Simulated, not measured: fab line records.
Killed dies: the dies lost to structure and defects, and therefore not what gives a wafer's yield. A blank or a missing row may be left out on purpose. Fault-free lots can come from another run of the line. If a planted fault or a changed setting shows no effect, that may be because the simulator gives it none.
A lot that was struck, set against a sound lot | flow n5Finfet | 26 steps out of a route of 1938
Sound: these wafers, L781.1, L781.2, L781.3. Struck: wafer L789.4 (left out: L789.3, L789.5 of the same lot, which were not struck); the cause appears at the end.
Order at every step that has rows: each side's tool, ch and its chambers, its first start. Under that, the readings that differ: sound wafers | struck wafers | difference of the means | sigmas: that difference in standard deviations of wafers without a fault.
alike: same words and numbers on both sides, and readings whose means sit less than 2 such deviations apart. not compared: any withheld reading, any reading some wafer has no value for, any bound like >300 that may hide the same value, and any number with overlapping values for which the record gives no deviation.
Wherever a step has rows on one side only, a row that says differs or no value, or a row with sigmas, the two part there. When numbers do not overlap yet have no deviation, they are printed without sigmas and do not part them. A reading that every wafer of one side lacks parts them only if that side has two wafers or more.

N5_MIM_BOT_LITHO_CD_MEAS_08 targets a cd of 3000 nm.
  sound on cdSem-01 ch 0, day 14 01:58; struck on cdSem-03 ch 0, day 17 07:11
  alike: cdNm
N5_MIM_BOT_LITHO_OVL_MEAS_11:
  sound on overlay-02 ch 0, day 14 02:00; struck on overlay-02 ch 0, day 17 07:13
  alike: MIM_BOT_OVL
N5_MIM_BOT_LITHO_INSPECT_12: inspects for defects (macro).
  sound on defectInspect-01 at day 14 02:01; struck on defectInspect-02 at day 17 07:14
  alike: rawDefectCount
N5_MIM_BOT_LITHO_DESCUM_10: chemistry O2, time 7.9 s.
  sound on rieDiel-03 ch 1,3, day 14 02:08; struck on rieDiel-03 ch 3, day 17 07:23
reading                      | sound             | struck | difference | sigmas
oesProductAu (a.u.)          | 0.68 0.88 0.68    | 0.94   | +0.19      | +2
rfVppV (V)                   | 240.3 240.8 239.9 | 243.7  | +3.4       | +2
showerheadPlenumPTorr (Torr) | 1.97 2.04 1.97    | 2.23   | +0.24      | +3
  alike: drypumpMotorCurrentA, throttleValvePct
  not compared: rfHoursCounterH
N5_MIM_BOT_ETCH_ETCH_04: etches SiNx in CF4/O2, target depth 26 nm, time 13 s.
  sound on rieDiel-03 ch 1,3, day 14 02:14; struck on rieDiel-03 ch 3, day 17 07:27
reading                      | sound          | struck | difference | sigmas
oesProductAu (a.u.)          | 0.67 0.89 0.67 | 0.93   | +0.19      | +2
showerheadPlenumPTorr (Torr) | 2.09 2.16 2.09 | 2.34   | +0.23      | +3
  alike: biasW, drypumpMotorCurrentA, rfVppV, throttleValvePct
  not compared: rfHoursCounterH
N5_MIM_BOT_ETCH_ETCH_03: etches the open film in Cl2/BCl3, target depth 12 nm.
  sound on rieMetal-01 ch 0,1, day 14 02:22; struck on rieMetal-03 ch 1, day 17 07:34
  alike: biasW, drypumpMotorCurrentA, oesProductAu, throttleValvePct
  not compared: rfHoursCounterH
N5_MIM_BOT_ETCH_ETCH_00: etches TiN in Cl2/BCl3, target depth 45.5 nm.
  sound on rieMetal-01 ch 0,1, day 14 02:27; struck on rieMetal-03 ch 1, day 17 07:40
  alike: biasW, drypumpMotorCurrentA, oesProductAu, throttleValvePct
  not compared: rfHoursCounterH
then, 5 steps without rows for these wafers: N5_MIM_BOT_ETCH_STRIP_01 (strips in O2); N5_MIM_BOT_ETCH_STRIP_02 (strips in post etch residue remover, time 1200 s); N5_MIM_BOT_ETCH_CLEAN_05 (cleans in IPA, time 180 s); N5_MIM_BOT_ETCH_SRD_06 (time 30 s); N5_PASSIVATION_PECVD_55 (deposits SiO2 from SiH4/N2O, target thk 400 nm, time 22.5 s).
N5_PASSIVATION_PECVD_01: deposits SiNx from SiH4/NH3/N2, target thk 200 nm, time 43.2 s.
  sound on pecvd-01 ch 0,1,2, day 14 03:26; struck on pecvd-03 ch 2, day 17 08:25
reading          | sound       | struck | difference | sigmas
heaterPowerW (W) | 415 512 307 | 188    | -223       | -2
  alike: showerheadPlenumPTorr, throttleValvePct
then, 8 steps without rows for these wafers: N5_PASSIVATION_HMDS_03 (time 60 s); N5_PASSIVATION_COAT_04; N5_PASSIVATION_EBR_06; N5_PASSIVATION_SOFTBAKE_05 (time 90 s); N5_PASSIVATION_EXPOSE_07 (exposes mask TV, defocus 0 nm, target cd 3000 nm); N5_PASSIVATION_PEB_08; N5_PASSIVATION_DEVELOP_09 (develop time 60 s); N5_PASSIVATION_HARDBAKE_11 (time 120 s).
N5_PASSIVATION_CD_MEAS_10 targets a cd of 3000 nm.
  sound on cdSem-01 ch 0, day 14 05:34; struck on cdSem-02 ch 0, day 17 09:16
  alike: cdNm
N5_PASSIVATION_OVL_MEAS_60:
  sound on overlay-01 ch 0, day 14 05:35; struck on overlay-02 ch 0, day 17 09:18
  alike: TV_OVL
N5_PASSIVATION_INSPECT_61: inspects for defects (macro).
  sound on defectInspect-01 at day 14 05:37; struck on defectInspect-02 at day 17 09:19
reading        | sound | struck | difference | sigmas
rawDefectCount | 3 5 1 | >300   | differs    | 
N5_PASSIVATION_DESCUM_12: chemistry O2, time 7.9 s.
  sound on rieDiel-04 ch 1,2,3, day 14 05:39; struck on rieDiel-04 ch 3, day 17 09:21
  alike: drypumpMotorCurrentA, oesProductAu, rfVppV, showerheadPlenumPTorr, throttleValvePct
  not compared: rfHoursCounterH
N5_PASSIVATION_PROBE_49:
  sound on prober-02 at day 14 12:49; struck on prober-01 at day 17 18:36
reading                 | sound          | struck | difference | sigmas
defectLimitedYield (%)  | 89.6 92.1 92.2 | 83.8   | -7.5       | -4
killedAtOther           | 2 15 1         | 109    | +103       | +36
killedDies              | 123 93 92      | 191    | +88        | +4
killedOnRim             | 17 11 8        | 26     | +14        | +4
sort_bin_5_function (%) | 5.2 4.2 4.2    | 9.4    | +4.9       | +4
sortNPass               | 1057 1087 1076 | 989    | -84        | -4
sortYieldPct (%)        | 89.6 92.1 91.2 | 83.8   | -7.2       | -4
  alike: killed_at_M0_to_M3, killed_at_M4_up, killedAtContacts, killedAtFrontEnd, killedOpen, killedShort, sort_bin_4_leakage, sort_bin_6_memory, sort_bin_8_speed

## WHERE THEY PART
At N5_MIM_BOT_LITHO_DESCUM_10 first; at N5_PASSIVATION_PROBE_49 last (within this record only).

WHY: what had been put in by the simulator
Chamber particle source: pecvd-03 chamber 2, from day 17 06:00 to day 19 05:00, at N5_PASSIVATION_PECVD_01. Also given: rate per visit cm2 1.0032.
